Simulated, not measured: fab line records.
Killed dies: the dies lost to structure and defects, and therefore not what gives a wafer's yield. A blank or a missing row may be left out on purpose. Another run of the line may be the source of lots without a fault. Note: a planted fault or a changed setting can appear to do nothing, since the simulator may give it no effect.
The same fault as seen by 3 desks ; flow n5 finfet ; only its own numbers are on each desk; what lay behind them is given at the end

== THE DEFECT DESK ==
Per lot, the means of the sampled wafers with a number show what the inspections along the route counted. Marked OUT: a lot whose mean sits more than 4 standard deviations from the usual mean, which makes it out of limits; the brackets give that distance.
Columns: A = raw defect count at N5_SDB_INSPECT_13, usual 71
lot;first seen here;A
L803;day 3 16:29;110
L816;day 7 02:24;60
L817;day 7 10:34;57
L818;day 7 15:17;61
L822;day 8 13:50;84
L823;day 8 19:49;77
This desk's verdict: no lot among the 6 shows anything out of limits.

== AT THE TOOL OWNER'S DESK: rie diel-05 ==
The tool's own readings at N5_SDB_ETCH_18 (etches SOC in N2/H2, target depth 100 nm, overetch 20 nm, time 150 s): means of the sampled wafers that have a number, for each lot that ran on this tool. Marked OUT: a lot whose mean sits more than 4 standard deviations from the usual mean, which makes it out of limits; the brackets give that distance.
Columns: A = chamber pressure mTorr at N5_SDB_ETCH_18, usual 30.006 mTorr; B = drypump motor current A at N5_SDB_ETCH_18, usual 5.8 A; C = oes product au at N5_SDB_ETCH_18, usual 0.68 a.u.; D = rf vpp V at N5_SDB_ETCH_18, usual 523.6 V; E = showerhead plenum p Torr at N5_SDB_ETCH_18, usual 2.54 Torr; F = throttle valve pct at N5_SDB_ETCH_18, usual 18.01 %
lot;first seen here;A;B;C;D;E;F
L816;day 7 02:31;30.011;5.5;0.63;526.4;2.58;17.87
L817;day 7 10:40;30.029;5.6;0.68;524.5;2.56;18.00
L818;day 7 15:23;30.027;5.6;0.67;524.2;2.56;18.00
This desk's verdict: no lot among the 3 shows anything out of limits.

== FROM THE METROLOGY DESK ==
Means of the sampled wafers that have a number, per lot and without regard to the tool the lot ran on: this is what the gauges read. Marked OUT: a lot whose mean sits more than 4 standard deviations from the usual mean, which makes it out of limits; the brackets give that distance. Readings shown: 7 of its 12, picked as those furthest out on some lot.
Columns: A = SDB_OVL at N5_SDB_OVL_MEAS_12, usual 0.3 nm; B = DIBL_P at N5_BEOL_M4_RC_MEAS_101, usual 36.2 mV/V; C = IOFF_N at N5_BEOL_M4_RC_MEAS_101, usual 0.16 nA/um; D = IOFF_P at N5_BEOL_M4_RC_MEAS_101, usual 0.21 nA/um; E = ION_N at N5_BEOL_M4_RC_MEAS_101, usual 671 uA/um; F = SS_P at N5_BEOL_M4_RC_MEAS_101, usual 73.4 mV/dec; G = VT_N at N5_BEOL_M4_RC_MEAS_101, usual 251 mV
lot;first seen here;A;B;C;D;E;F;G
L803;day 3 16:26;0.3;34.9;0.15;0.22;667;72.8;252
L816;day 7 02:21;0.0;33.4;0.11;0.17;651;72.5;255
L817;day 7 10:31;1.3;37.5;0.16;0.21;680;73.5;248
L818;day 7 15:14;0.1;39.8;0.23;0.29;686;74.0;243
L822;day 8 13:47;0.3;33.6;0.12;0.18;662;72.2;253
L823;day 8 19:45;-1.3;31.1;0.09;0.15;643;71.8;257
This desk's verdict: no lot among the 6 shows anything out of limits.

== TAKEN TOGETHER ==
Nothing out of limits was seen by the defect desk.
The tool owner's desk saw nothing out of limits.
Nothing out of limits was seen by the metrology desk.

== WHAT THE SIMULATOR PUT IN ==
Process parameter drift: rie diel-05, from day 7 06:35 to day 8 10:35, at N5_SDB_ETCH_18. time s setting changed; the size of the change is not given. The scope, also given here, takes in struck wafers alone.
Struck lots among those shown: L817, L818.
